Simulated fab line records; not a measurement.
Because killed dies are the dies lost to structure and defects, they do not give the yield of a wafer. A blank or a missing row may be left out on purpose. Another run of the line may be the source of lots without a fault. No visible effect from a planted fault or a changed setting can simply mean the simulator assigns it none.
fab line records	flow n5_finfet
record lots=5	wafers=15	last_day=17
route steps=1938 shown BEOL_M4@1099 BEOL_M5@1112 BEOL_M11@1536 PASSIVATION@1936
lots untouched by any fault: they come from a run of this same line in which no faults occurred
start_h: start of the lot's first displayed wafer, in hours after the record's first day	wait_h: time in hours since the lot's previous step	" the same as in the row above	L1.1+2: a row that stands for several wafers	- no value present, or no start provided	* or withheld: withheld	< > ~ a bound
route shown NAME@n: NAME is a module with steps in the file, n the number in the route of the first one	usual: mean/standard deviation of fault-free wafers	same: alike in all rows	chamber/n: place in a boat	sites: the reading at each site	_std_site: standard deviation of those values	_edge_site: mean of outer sites minus mean of inner sites	radius_mm: for every site, how far away it sits from the centre of the wafer	mask NAME#n: copy n	behind: tool/chamber where the wafer was last shaped	hold: what put the lot on hold/how long, in hours/how the hold closed	device: names the non-switching transistor (n, p or np)	end of line: tests run on the same wafers once the route is complete	step lacking rows: just its recipe	killed: not the wafer's yield, but the dies lost to structure and defects at the first sort	map: per-die view of a wafer (x killed, . not killed, _ where there is no die)
set.NAME: the setting as run; set.NAME@STEP: as run at that earlier step	model.NAME: the simulator's own value behind a step, which no gauge read
lots seen at some steps along the route; tables by step, rows by wafer
services: the hour from which a tool's chamber was out of use, counted from the record's first day as start_h (under 0 if before that day), plus the number of hours and why
## steps
# step N5_BEOL_M4_ANNEAL_95
# recipe temp_c=400	time_s=240	ambient=vacuum
# step N5_BEOL_M4_SPUTTER_96
# recipe material=Cu	target_thk_a=45	temp_c=-20	chamber_pressure_pa=0.07	power_w=withheld	time_s=8.29
# step N5_BEOL_M4_ECD_50
# recipe material=Cu	target_thk_a=3000
# step N5_BEOL_M4_ANNEAL_51
# recipe temp_c=225	time_s=90	ambient=N2
# step N5_BEOL_M4_CMP_52
# recipe stop_on=SiOC	t_overpolish_s=6.8	down_force_psi=1	platen_rpm=50	clearing_platen_down_force_psi=1.5	clearing_platen_rpm=50	post_cmp_clean=cu_alkaline	target_thk_nm=40	clearing_platen_pad_velocity_m_s=0.99484	pad_velocity_m_s=0.99484
# step N5_BEOL_M4_PRE_CLEAN_60
# recipe gas=NH3/H2	time_s=15	temp_c=*	rf_power_w=300
# step N5_BEOL_M4_CO_CAP_55
# recipe material=Co	target_thk_a=20	temp_c=200	precursor=CCTBA/H2	pressure_torr=30	time_s=102.1
# step N5_BEOL_M4_PRE_CLEAN_56
# recipe gas=NH3	time_s=15	temp_c=withheld	rf_power_w=300
# step N5_BEOL_M4_DEP_57
# recipe material=SiCN	target_thk_a=80	temp_c=withheld	precursor=3MS/NH3	pressure_torr=3	rf_w=202	time_s=14
# step N5_BEOL_M4_RC_MEAS_101
# usual DIBL_N=36.2/1.7	DIBL_P=36.6/1.9	IOFF_N=0.16/0.032	IOFF_P=0.21/0.037	ION_N=675/12	ION_P=460/8.1	SS_N=71.4/0.58	SS_P=73.4/0.64	VT_N=249/3.2	VT_P=-252/3.4
lot.wafer	tool	chamber	start_h	wait_h	DIBL_N[mV/V]	DIBL_P[mV/V]	IOFF_N[nA/um]	IOFF_P[nA/um]	ION_N[uA/um]	ION_P[uA/um]	SS_N[mV/dec]	SS_P[mV/dec]	VT_N[mV]	VT_P[mV]
L374.2	prober-02	0	208.33	0.2	35.0	35.6	0.14	0.17	666	452	71.7	73.0	249	-254
L374.3	"	0	"	"	37.1	38.9	0.19	0.22	687	465	72.0	72.8	246	-250
L374.4	"	0	"	"	33.7	34.1	0.12	0.15	657	448	71.3	72.8	253	-255
L383.3	prober-01	0	267.97	0.3	34.7	35.1	0.14	0.16	666	446	71.2	73.4	253	-256
L383.4	"	0	"	"	37.6	39.4	0.20	0.23	682	460	71.6	74.8	247	-253
L383.6	"	0	"	"	34.6	34.5	0.13	0.15	665	447	70.6	73.1	253	-255
L384.1	prober-02	0	281.81	0.0	34.2	35.7	0.14	0.19	680	469	70.7	72.7	251	-252
L384.2	"	0	"	"	36.8	38.5	0.19	0.23	689	464	71.6	73.8	245	-251
L384.5	"	0	"	"	35.9	37.6	0.17	0.22	686	471	71.0	73.1	247	-252
L385.2	prober-02	0	286.90	0.2	37.7	36.5	0.15	0.19	678	461	71.2	72.9	251	-253
L385.3	"	0	"	"	38.1	37.4	0.17	0.21	688	467	72.7	72.7	248	-253
L385.6	"	0	"	"	36.9	35.3	0.13	0.17	648	448	71.7	72.6	256	-257
L388.3	prober-02	0	297.06	0.3	36.4	34.8	0.15	0.19	673	466	70.6	72.9	248	-252
L388.4	"	0	"	"	38.6	37.5	0.19	0.24	688	468	71.2	73.2	247	-250
L388.6	"	0	"	"	36.1	33.7	0.14	0.18	656	456	70.8	72.0	253	-254
# step N5_BEOL_M5_ILD_DEP_00
# recipe material=SiCOH_lowk	target_thk_a=1406.4	temp_c=300	precursor=DEMS/porogen	pressure_torr=5	rf_w=500	time_s=25.9
# step N5_BEOL_M5_CURE_79
# recipe temp_c=385	time_s=240	ambient=He/Ar	material=SiCOH_lowk
# step N5_BEOL_M5_PECVD_70
# recipe material=SiO2	target_thk_a=160	temp_c=400	precursor=TEOS/O2	pressure_torr=5.5	rf_w=450	teos_flow_sccm=53.8	gas=O2	flow_sccm=3000	time_s=18
# step N5_BEOL_M5_HM_DEP_02
# recipe material=TiN	target_thk_a=200	temp_c=25	chamber_pressure_pa=0.49996
# step N5_BEOL_M5_COAT_59
# recipe resist=SOC	temp_c=250	time_s=60	spin_rpm=1500	resist_thk_nm=60
# step N5_BEOL_M5_COAT_60
# recipe resist=SiARC	temp_c=220	time_s=60	spin_rpm=1500	resist_thk_nm=12
# step N5_BEOL_M5_COAT_71
# recipe resist=underlayer	temp_c=205	time_s=60	spin_rpm=1500	resist_thk_nm=5
# step N5_BEOL_M5_COAT_05
# recipe resist=CAR-EUV	spin_rpm=1500	resist_thk_nm=30
# step N5_BEOL_M5_EBR_07
# recipe solvent=PGMEA	ebr_width_mm=1.5
# step N5_BEOL_M5_SOFTBAKE_06
# recipe temp_c=110	time_s=60	resist=CAR-EUV
# step N5_BEOL_M5_EXPOSE_08
# recipe mask_id=M5	na=0.33	source_shape=annular	sigma_inner=0.4	sigma_outer=0.8	polarization=unpolarized	target_cd_nm=28	dose_mj=35.75
# step N5_BEOL_M5_PEB_09
# recipe peb_temp_c=100	peb_time_s=60	resist=CAR-EUV
# step N5_BEOL_M5_DEVELOP_10
# recipe develop_time_s=30	developer=TMAH	resist=CAR-EUV	rinse_liquid=surfactant_rinse	dry=air_spin	dev_temp_c=23
# step N5_BEOL_M5_DESCUM_16
# recipe chemistry=O2	time_s=7	source_power_w=50	bias_power_w=20	pressure_mtorr=20	rf_frequency_hz=2.712e+07	temp_c=40	resist=CAR-EUV	o2_flow_sccm=225
# step N5_BEOL_M5_ETCH_72
# recipe chemistry=N2/H2	target=underlayer	target_depth_a=65	mask_material=CAR-EUV	time_s=5.2	ion_energy_ev=200	pressure_mtorr=30	source_w=840	bias_w=150	n2_flow_sccm=200	h2_flow_sccm=200	ends=cleared
# step N5_BEOL_M5_ETCH_61
# recipe chemistry=CF4	target=SiARC	target_depth_a=156	mask_material=CAR-EUV	time_s=26	ion_energy_ev=80	pressure_mtorr=40	source_w=545	bias_w=36	Ar_flow_sccm=100	cf4_flow_sccm=100	ends=cleared
# step N5_BEOL_M5_ETCH_62
# recipe chemistry=N2/H2	target=SOC	target_depth_a=750	overetch_a=150	mask_material=SiARC	temp_c=40	time_s=112.5	ion_energy_ev=200	pressure_mtorr=30	source_w=840	bias_w=150	n2_flow_sccm=200	h2_flow_sccm=200
# step N5_BEOL_M5_STRIP_63
# recipe chemistry=N2/H2	temp_c=40	n2_flow_sccm=200	h2_flow_sccm=200	rf_frequency_hz=6e+07
# step N5_BEOL_M5_STRIP_73
# recipe chemistry=N2/H2	temp_c=40	n2_flow_sccm=200	h2_flow_sccm=200	rf_frequency_hz=6e+07
# step N5_BEOL_M5_STRIP_64
# recipe chemistry=CF4	resist=SiARC	power_w=300	bias_power_w=75	pressure_mtorr=50	cf4_flow_sccm=150	rf_frequency_hz=6e+07
# step N5_BEOL_M5_HM_OPEN_17
# recipe chemistry=Cl2/BCl3	target_depth_a=200	overetch_a=60	target=TiN	mask_material=SOC	ion_energy_ev=150	pressure_mtorr=10	icp_w=1000	bias_w=126	Cl2_flow_sccm=53.25	bcl3_flow_sccm=21.75	Ar_flow_sccm=25
# step N5_BEOL_M5_STRIP_19
# recipe chemistry=O2	power_w=400	temp_c=40	pressure_mtorr=30	rf_frequency_hz=6e+07	bias_power_w=0	overash_fraction=0.2	o2_flow_sccm=225
# step N5_BEOL_M5_COAT_65
# recipe resist=SOC	temp_c=250	time_s=60	spin_rpm=1500	resist_thk_nm=60
# step N5_BEOL_M5_COAT_66
# recipe resist=SiARC	temp_c=220	time_s=60	spin_rpm=1500	resist_thk_nm=12
# step N5_BEOL_M11_ILD_DEP_00
# recipe material=SiCOH_lowk	target_thk_a=3085.1	temp_c=300	precursor=DEMS/porogen	pressure_torr=5	rf_w=500	time_s=58
# usual chamber_pressure_Torr=5.000/0.011	heater_power_outer_w=148/35	heater_power_w=304/45	showerhead_plenum_p_Torr=5.738/0.014	throttle_valve_pct=13.7/0.43
lot.wafer	tool	chamber	start_h	wait_h	chamber_pressure_Torr	heater_power_outer_w	heater_power_w	showerhead_plenum_p_Torr	throttle_valve_pct
L374.2	pecvd-02	1	256.76	0.0	5.010	160	292	5.735	14.3
L374.3	"	2	"	"	4.991	106	272	5.741	13.3
L374.4	"	2	"	"	4.997	114	276	5.724	13.4
L383.3	pecvd-01	0	323.77	0.0	-	-	-	-	-
L383.4	"	2	"	"	-	-	-	-	-
L383.6	"	1	"	"	-	-	-	-	-
L384.1	pecvd-04	1	336.67	0.0	-	-	-	-	-
L384.2	"	2	"	"	-	-	-	-	-
L384.5	"	2	"	"	-	-	-	-	-
L385.2	pecvd-02	1	340.07	0.0	-	-	-	-	-
L385.3	"	0	"	"	-	-	-	-	-
L385.6	"	2	"	"	-	-	-	-	-
L388.3	pecvd-04	2	354.57	0.0	5.012	222	388	5.724	13.4
L388.4	"	0	"	"	4.995	100	251	5.723	14.2
L388.6	"	1	"	"	5.007	153	278	5.765	13.6
# step N5_BEOL_M11_OCD_MEAS_38
# usual trench_depth_nm=148.0/2.2
lot.wafer	tool	chamber	start_h	wait_h	trench_depth_nm
L374.2	ocd-01	-	260.40	-	149.9
L374.3	"	-	"	"	153.3
L374.4	"	-	"	"	147.8
L383.3	ocd-02	-	328.98	-	-
L383.4	"	-	"	"	-
L383.6	"	-	"	"	-
L384.1	ocd-02	-	341.85	-	-
L384.2	"	-	"	"	-
L384.5	"	-	"	"	-
L385.2	ocd-01	-	344.48	-	-
L385.3	"	-	"	"	-
L385.6	"	-	"	"	-
L388.3	ocd-02	-	362.72	-	145.5
L388.4	"	-	"	"	145.4
L388.6	"	-	"	"	147.0
# step N5_PASSIVATION_PROBE_49
# usual defect_limited_yield=91.3/1.5	killed_at_M0_to_M3=35/10	killed_at_M4_up=12/4.6	killed_at_contacts=13/6.6	killed_at_front_end=39/11	killed_at_other=4/3.4	killed_dies=103/17	killed_on_rim=14/4.1	killed_open=67/13	killed_short=35/8.2	sort_bin_5_function=5.1/0.94	sort_bin_6_memory=3.2/0.7	sort_n_pass=1077/17	sort_yield_pct=91.3/1.5
# same gross_dies=1180	killed_at_back_side=0	sort_bin_4_leakage[%]=0	sort_bin_8_speed[%]=0
lot.wafer	tool	chamber	start_h	wait_h	defect_limited_yield[%]	killed_at_M0_to_M3	killed_at_M4_up	killed_at_contacts	killed_at_front_end	killed_at_other	killed_dies	killed_on_rim	killed_open	killed_short	sort_bin_5_function[%]	sort_bin_6_memory[%]	sort_n_pass	sort_yield_pct[%]
L374.2	prober-02	-	306.87	0.1	88.7	31	28	12	59	3	133	17	86	44	7.0	4.1	1047	88.7
L374.3	prober-02	-	306.92	0.1	90.7	34	17	13	44	2	110	17	78	30	6.2	2.9	1070	90.7
L374.4	prober-02	-	306.97	0.2	90.9	30	17	24	34	2	107	16	78	28	5.4	3.3	1073	90.9
L383.3	prober-01	-	384.05	0.1	0	4	1165	2	9	0	1180	152	9	9	72.6	3.1	0	0
L383.4	prober-01	-	384.10	0.2	0	5	1169	1	5	0	1180	152	9	6	75.6	2.2	0	0
L383.6	prober-01	-	384.20	0.3	0	8	1168	2	2	0	1180	152	14	1	74.3	3.2	0	0
L384.1	prober-02	-	388.98	0.0	0	4	1157	5	13	1	1180	152	18	8	72.5	3.9	0	0
L384.2	prober-02	-	389.03	0.1	0	9	1153	3	14	1	1180	152	20	8	73.3	2.4	0	0
L384.5	prober-02	-	389.18	0.2	0	5	1164	2	9	0	1180	152	10	8	75.2	2.9	0	0
L385.2	prober-02	-	393.80	0.1	0	6	1165	3	6	0	1180	152	11	5	73.5	4.1	0	0
L385.3	prober-02	-	393.85	0.1	0	13	1156	2	8	1	1180	152	16	10	72.8	3.2	0	0
L385.6	prober-02	-	394.00	0.3	0	8	1162	1	9	0	1180	152	15	3	72.1	3.1	0	0
L388.3	prober-02	-	404.47	0.1	91.4	30	11	17	40	4	102	21	60	38	5.2	2.9	1078	91.4
L388.4	prober-02	-	404.52	0.2	92.0	34	10	14	32	4	94	7	61	32	4.4	3.1	1086	92.0
L388.6	prober-02	-	404.62	0.3	90.2	43	10	15	28	20	116	20	73	41	5.1	4.2	1064	90.2
# killed by level:class
L374.2 FIN_SAQP:geometric_particle:open=26 FIN_SAQP:geometric_particle:short=12 BEOL_M4:geometric_particle:open=11 MOL_CONTACT_COAG:geometric_particle:open=8 BEOL_M3:geometric_particle:open=8 BEOL_M1:geometric_particle:open=7 BEOL_M0_SAQP:geometric_particle:short=7 STI_FIN_REVEAL:geometric_particle:open=5
L374.3 FIN_SAQP:geometric_particle:open=19 MOL_CONTACT_COAG:geometric_particle:open=13 BEOL_M4:geometric_particle:open=11 BEOL_M1:geometric_particle:open=9 FIN_SAQP:geometric_particle:short=5 BEOL_M0:geometric_particle:short=5 BEOL_M3:geometric_particle:open=5 BEOL_M0:geometric_particle:open=5
L374.4 MOL_CONTACT_COAG:geometric_particle:open=19 BEOL_M4:geometric_particle:open=14 FIN_SAQP:geometric_particle:open=10 BEOL_M0_SAQP:geometric_particle:open=9 BEOL_M3:geometric_particle:open=9 FIN_SAQP:geometric_particle:short=8 MOL_CONTACT_COAG:geometric_particle:short=5 STARTING-WAFER:geometric_particle:open=5
L383.3 BEOL_M11:lost_pattern=1156 BEOL_M11:area_dep=6 GATE_CUT:geometric_particle:short=2 MOL_CONTACT_COAG:geometric_particle:open=2 BEOL_M4:geometric_particle:open=2 STARTING-WAFER:geometric_particle:short=2 FIN_SAQP:geometric_particle:open=1 SPACER0:geometric_particle:short=1
L383.4 BEOL_M11:lost_pattern=1163 FIN_SAQP:geometric_particle:short=4 BEOL_M0_SAQP:geometric_particle:open=2 BEOL_M1:geometric_particle:open=2 BEOL_M4:geometric_particle:open=2 BEOL_M11:area_dep=2 ILD0:geometric_particle:short=1 MOL_CONTACT_COAG:geometric_particle:open=1
L383.6 BEOL_M11:lost_pattern=1158 BEOL_M11:area_dep=7 STI_FIN_REVEAL:geometric_particle:open=2 MOL_CONTACT_COAG:geometric_particle:open=2 BEOL_M1:geometric_particle:open=2 BEOL_M3:geometric_particle:open=2 BEOL_M4:geometric_particle:open=2 BEOL_M0_SAQP:geometric_particle:open=1
L384.1 BEOL_M11:lost_pattern=1149 STI_FIN_REVEAL:geometric_particle:open=6 BEOL_M11:area_dep=5 MOL_CONTACT_COAG:geometric_particle:open=4 STI_FIN_REVEAL:geometric_particle:short=3 FIN_SAQP:geometric_particle:open=2 FIN_SAQP:geometric_particle:short=2 BEOL_M3:geometric_particle:open=2
L384.2 BEOL_M11:lost_pattern=1146 BEOL_M2:geometric_particle:open=6 BEOL_M11:area_dep=6 FIN_SAQP:geometric_particle:open=4 FIN_SAQP:geometric_particle:short=3 STI_FIN_REVEAL:geometric_particle:open=3 MOL_CONTACT_COAG:geometric_particle:open=3 BEOL_M0_SAQP:geometric_particle:short=2
L384.5 BEOL_M11:lost_pattern=1157 BEOL_M11:area_dep=5 FIN_SAQP:geometric_particle:short=3 FIN_SAQP:geometric_particle:open=2 DUMMY_GATE:geometric_particle:open=2 BEOL_M0_SAQP:geometric_particle:open=2 BEOL_M2:geometric_particle:short=2 STI_FIN_REVEAL:geometric_particle:open=1
L385.2 BEOL_M11:lost_pattern=1161 BEOL_M2:geometric_particle:open=3 BEOL_M11:area_dep=3 FIN_SAQP:geometric_particle:open=2 MOL_CONTACT_COAG:geometric_particle:open=2 STARTING-WAFER:geometric_particle:short=2 BEOL_M0:geometric_particle:open=1 FIN_SAQP:geometric_particle:short=1
L385.3 BEOL_M11:lost_pattern=1146 BEOL_M11:area_dep=8 BEOL_M3:geometric_particle:open=6 BEOL_M2:geometric_particle:short=3 FIN_SAQP:geometric_particle:open=2 BEOL_M2:geometric_particle:open=2 FIN_SAQP:geometric_particle:short=1 FIN_CUT:geometric_particle:short=1
L385.6 BEOL_M11:lost_pattern=1158 BEOL_M11:area_dep=4 BEOL_M0_SAQP:geometric_particle:open=3 FIN_SAQP:geometric_particle:open=2 BEOL_M2:geometric_particle:open=2 STI_FIN_REVEAL:geometric_particle:open=2 GATE_CUT:geometric_particle:open=2 BEOL_M1:geometric_particle:short=2
L388.3 FIN_SAQP:geometric_particle:open=14 MOL_CONTACT_COAG:geometric_particle:open=14 BEOL_M0_SAQP:geometric_particle:short=9 BEOL_M3:geometric_particle:open=7 GATE_CUT:geometric_particle:short=6 FIN_SAQP:geometric_particle:short=5 BEOL_M4:geometric_particle:open=5 HKMG_FIN:area_etch=4
L388.4 FIN_SAQP:geometric_particle:open=13 MOL_CONTACT_COAG:geometric_particle:open=12 FIN_SAQP:geometric_particle:short=8 BEOL_M1:geometric_particle:open=8 BEOL_M0_SAQP:geometric_particle:open=7 BEOL_M2:geometric_particle:open=5 BEOL_M0_SAQP:geometric_particle:short=4 GATE_CUT:geometric_particle:short=3
L388.6 BEOL_M2:geometric_particle:open=15 MOL_CONTACT_COAG:geometric_particle:open=11 BEOL_M1:geometric_particle:open=8 STI_FIN_REVEAL:geometric_particle:open=6 BEOL_M0_SAQP:geometric_particle:short=6 MIM_TOP_ETCH:geometric_particle:short=6 MIM_TOP_ETCH:geometric_particle:open=6 FIN_SAQP:geometric_particle:short=5
# map L383.3 (x killed, . not)
_________________xxxxxxxxxxxx________________
______________xxxxxxxxxxxxxxxxxx_____________
___________xxxxxxxxxxxxxxxxxxxxxxxx__________
__________xxxxxxxxxxxxxxxxxxxxxxxxxx_________
________xxxxxxxxxxxxxxxxxxxxxxxxxxxxxx_______
_______xxxxxxxxxxxxxxxxxxxxxxxxxxxxxxxx______
______xxxxxxxxxxxxxxxxxxxxxxxxxxxxxxxxxx_____
_____xxxxxxxxxxxxxxxxxxxxxxxxxxxxxxxxxxxx____
____xxxxxxxxxxxxxxxxxxxxxxxxxxxxxxxxxxxxxx___
___xxxxxxxxxxxxxxxxxxxxxxxxxxxxxxxxxxxxxxxx__
___xxxxxxxxxxxxxxxxxxxxxxxxxxxxxxxxxxxxxxxx__
__xxxxxxxxxxxxxxxxxxxxxxxxxxxxxxxxxxxxxxxxxx_
__xxxxxxxxxxxxxxxxxxxxxxxxxxxxxxxxxxxxxxxxxx_
_xxxxxxxxxxxxxxxxxxxxxxxxxxxxxxxxxxxxxxxxxxxx
_xxxxxxxxxxxxxxxxxxxxxxxxxxxxxxxxxxxxxxxxxxxx
_xxxxxxxxxxxxxxxxxxxxxxxxxxxxxxxxxxxxxxxxxxxx
_xxxxxxxxxxxxxxxxxxxxxxxxxxxxxxxxxxxxxxxxxxxx
_xxxxxxxxxxxxxxxxxxxxxxxxxxxxxxxxxxxxxxxxxxxx
_xxxxxxxxxxxxxxxxxxxxxxxxxxxxxxxxxxxxxxxxxxxx
_xxxxxxxxxxxxxxxxxxxxxxxxxxxxxxxxxxxxxxxxxxxx
_xxxxxxxxxxxxxxxxxxxxxxxxxxxxxxxxxxxxxxxxxxxx
__xxxxxxxxxxxxxxxxxxxxxxxxxxxxxxxxxxxxxxxxxx_
__xxxxxxxxxxxxxxxxxxxxxxxxxxxxxxxxxxxxxxxxxx_
___xxxxxxxxxxxxxxxxxxxxxxxxxxxxxxxxxxxxxxxx__
___xxxxxxxxxxxxxxxxxxxxxxxxxxxxxxxxxxxxxxxx__
____xxxxxxxxxxxxxxxxxxxxxxxxxxxxxxxxxxxxxx___
_____xxxxxxxxxxxxxxxxxxxxxxxxxxxxxxxxxxxx____
______xxxxxxxxxxxxxxxxxxxxxxxxxxxxxxxxxx_____
_______xxxxxxxxxxxxxxxxxxxxxxxxxxxxxxxx______
________xxxxxxxxxxxxxxxxxxxxxxxxxxxxxx_______
__________xxxxxxxxxxxxxxxxxxxxxxxxxx_________
___________xxxxxxxxxxxxxxxxxxxxxxxx__________
______________xxxxxxxxxxxxxxxxxx_____________
_________________xxxxxxxxxxxx________________
# map L384.1 (x killed, . not)
_________________xxxxxxxxxxxx________________
______________xxxxxxxxxxxxxxxxxx_____________
___________xxxxxxxxxxxxxxxxxxxxxxxx__________
__________xxxxxxxxxxxxxxxxxxxxxxxxxx_________
________xxxxxxxxxxxxxxxxxxxxxxxxxxxxxx_______
_______xxxxxxxxxxxxxxxxxxxxxxxxxxxxxxxx______
______xxxxxxxxxxxxxxxxxxxxxxxxxxxxxxxxxx_____
_____xxxxxxxxxxxxxxxxxxxxxxxxxxxxxxxxxxxx____
____xxxxxxxxxxxxxxxxxxxxxxxxxxxxxxxxxxxxxx___
___xxxxxxxxxxxxxxxxxxxxxxxxxxxxxxxxxxxxxxxx__
___xxxxxxxxxxxxxxxxxxxxxxxxxxxxxxxxxxxxxxxx__
__xxxxxxxxxxxxxxxxxxxxxxxxxxxxxxxxxxxxxxxxxx_
__xxxxxxxxxxxxxxxxxxxxxxxxxxxxxxxxxxxxxxxxxx_
_xxxxxxxxxxxxxxxxxxxxxxxxxxxxxxxxxxxxxxxxxxxx
_xxxxxxxxxxxxxxxxxxxxxxxxxxxxxxxxxxxxxxxxxxxx
_xxxxxxxxxxxxxxxxxxxxxxxxxxxxxxxxxxxxxxxxxxxx
_xxxxxxxxxxxxxxxxxxxxxxxxxxxxxxxxxxxxxxxxxxxx
_xxxxxxxxxxxxxxxxxxxxxxxxxxxxxxxxxxxxxxxxxxxx
_xxxxxxxxxxxxxxxxxxxxxxxxxxxxxxxxxxxxxxxxxxxx
_xxxxxxxxxxxxxxxxxxxxxxxxxxxxxxxxxxxxxxxxxxxx
_xxxxxxxxxxxxxxxxxxxxxxxxxxxxxxxxxxxxxxxxxxxx
__xxxxxxxxxxxxxxxxxxxxxxxxxxxxxxxxxxxxxxxxxx_
__xxxxxxxxxxxxxxxxxxxxxxxxxxxxxxxxxxxxxxxxxx_
___xxxxxxxxxxxxxxxxxxxxxxxxxxxxxxxxxxxxxxxx__
___xxxxxxxxxxxxxxxxxxxxxxxxxxxxxxxxxxxxxxxx__
____xxxxxxxxxxxxxxxxxxxxxxxxxxxxxxxxxxxxxx___
_____xxxxxxxxxxxxxxxxxxxxxxxxxxxxxxxxxxxx____
______xxxxxxxxxxxxxxxxxxxxxxxxxxxxxxxxxx_____
_______xxxxxxxxxxxxxxxxxxxxxxxxxxxxxxxx______
________xxxxxxxxxxxxxxxxxxxxxxxxxxxxxx_______
__________xxxxxxxxxxxxxxxxxxxxxxxxxx_________
___________xxxxxxxxxxxxxxxxxxxxxxxx__________
______________xxxxxxxxxxxxxxxxxx_____________
_________________xxxxxxxxxxxx________________
## services
tool	chamber	start_h	hours	kind
pecvd-01	-	246.76	2.8	pm
pecvd-01	0	274.91	19.8	repair
pecvd-04	1	311.01	5.5	scheduled_down
pecvd-02	-	316.90	14.6	pm
pecvd-04	-	324.94	0.9	repair
pecvd-01	0	335.00	5.5	scheduled_down
pecvd-01	-	339.16	6.0	pm
## key
first_sign step=N5_BEOL_M11_ILD_DEP_00	reading=tool_record	direction=missing
effect step=N5_BEOL_M11_OCD_MEAS_38	reading=trench_depth_nm	direction=missing
effect step=N5_PASSIVATION_PROBE_49	reading=killed_at_M4_up	direction=up	sigmas=99+	usual=12	struck=1162
met_at N5_BEOL_M11_ILD_DEP_00
struck_wafers L383.3,L383.4,L383.6,L384.1,L384.2,L384.5,L385.2,L385.3,L385.6
later_rows_left_out L383.3,L383.4,L383.6,L384.1,L384.2,L384.5,L385.2,L385.3,L385.6
onset_between 256.76 323.77
fault kind=skipped_step_whole	tool=pecvd-01,pecvd-02,pecvd-04	chamber=-	onset_h=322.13	steps=N5_BEOL_M11_ILD_DEP_00	scope=struck_lots_only
# later_rows_left_out: the simulator's readings of these wafers behind a module that went badly wrong aren't trusted and aren't shown, but for the sort
